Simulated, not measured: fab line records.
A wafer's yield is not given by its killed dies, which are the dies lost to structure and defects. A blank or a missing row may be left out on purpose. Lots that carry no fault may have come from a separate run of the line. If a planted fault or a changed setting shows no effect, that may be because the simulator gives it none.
Comparing a struck lot with a sound one + flow n5Finfet + 15 steps out of a route of 1938
Sound: these wafers, L899.3, L899.4, L899.6. The struck wafers were L890.1, L890.5, L890.6. The cause is named last.
At each step with rows: each side's tool, then ch and its chambers, then its first start. Under that, the readings that differ: sound wafers + struck wafers + difference of the means + sigmas: that difference in standard deviations of wafers without a fault.
alike: readings with means less than 2 such deviations apart, plus words and numbers identical on both sides. not compared: withheld readings, readings lacking a value on some wafer, bounds such as >300 that could conceal the same value, and numbers that have no deviation in the record and whose values overlap.
A row with sigmas, a row that says differs or no value, or rows on one side alone: a step with any of these is where the two part. When numbers do not overlap yet have no deviation, they are printed without sigmas and do not part them. A reading that every wafer of one side lacks parts them only if that side has two wafers or more.

first, 8 steps without rows for these wafers: N5_PASSIVATION_HMDS_37 (time 60 s); N5_PASSIVATION_COAT_38; N5_PASSIVATION_EBR_40; N5_PASSIVATION_SOFTBAKE_39 (time 120 s); N5_PASSIVATION_EXPOSE_41 (exposes mask PASS OPEN, defocus 0 nm, target cd 40000 nm); N5_PASSIVATION_PEB_42; N5_PASSIVATION_DEVELOP_43 (develop time 60 s); N5_PASSIVATION_HARDBAKE_45 (time 120 s).
N5_PASSIVATION_CD_MEAS_44 targets a cd of 40000 nm.
  sound on cdSem-03 ch 0, day 15 17:31; struck on cdSem-03 ch 0, day 13 08:13
  alike: cdNm
N5_PASSIVATION_OVL_MEAS_66:
  sound on overlay-01 ch 0, day 15 17:32; struck on overlay-02 ch 0, day 13 08:14
  alike: PASS_OPEN_OVL
N5_PASSIVATION_INSPECT_67: inspects for defects (macro).
  sound: defectInspect-02 at day 15 17:34; struck: defectInspect-02 at day 13 08:16
  alike: rawDefectCount
N5_PASSIVATION_DESCUM_46: chemistry O2, time 7.9 s.
  sound on rieDiel-01 ch 0,1, day 15 17:35; struck on rieDiel-02 ch 0,1,2, day 13 08:18
| reading                      | sound          | struck         | difference | sigmas |
|------------------------------|----------------|----------------|------------|--------|
| showerheadPlenumPTorr (Torr) | 2.14 2.14 2.14 | 2.04 2.00 2.02 | -0.12      | -2     |
  alike: drypumpMotorCurrentA, o2FlowSccm, oesProductAu, rfVppV, tempC, throttleValvePct
  not compared: rfHoursCounterH
N5_PASSIVATION_PASS_ETCH_47: etches SiNx in CF4/O2, target depth 770 nm, time 385 s.
  sound on rieDiel-01 ch 0,1, day 15 17:38; struck on rieDiel-02 ch 0,1,2, day 13 08:20
| reading                 | sound             | struck            | difference | sigmas |
|-------------------------|-------------------|-------------------|------------|--------|
| oes_f_703_au (a.u.)     | 0.66 0.78 0.78    | 0.99 1.10 1.00    | +0.29      | +4     |
| rfFwdPowerW (W)         | 536.0 535.9 533.9 | 662.5 662.3 661.0 | +126.7     | +79    |
| rfVppV (V)              | 253 258 257       | 229 216 215       | -36        | -4     |
| model.etch.depthNm (nm) | 749.6 743.5 735.8 | 873.5 981.7 924.7 | +183.7     |        |
  alike: drypumpMotorCurrentA, oesProductAu, showerheadPlenumPTorr, throttleValvePct
  not compared: rfHoursCounterH
N5_PASSIVATION_ETCH_54: etches SiO2 in CHF3/O2, target depth 880 nm, time 440 s.
  sound on rieDiel-01 ch 0,1, day 15 17:52; struck on rieDiel-02 ch 0,1,2, day 13 08:34
  alike: drypumpMotorCurrentA, oes_f_703_au, oesProductAu, rfFwdPowerW, rfVppV, showerheadPlenumPTorr, throttleValvePct
  not compared: rfHoursCounterH
then, 1 step without rows for these wafers: N5_PASSIVATION_PROBE_49.

== WHERE THEY PART ==
Last at N5_PASSIVATION_PASS_ETCH_47 as far as this record goes, first at N5_PASSIVATION_DESCUM_46. Later steps at which nothing parts them and some readings are alike: N5_PASSIVATION_ETCH_54.

WHY: what the simulator had put in
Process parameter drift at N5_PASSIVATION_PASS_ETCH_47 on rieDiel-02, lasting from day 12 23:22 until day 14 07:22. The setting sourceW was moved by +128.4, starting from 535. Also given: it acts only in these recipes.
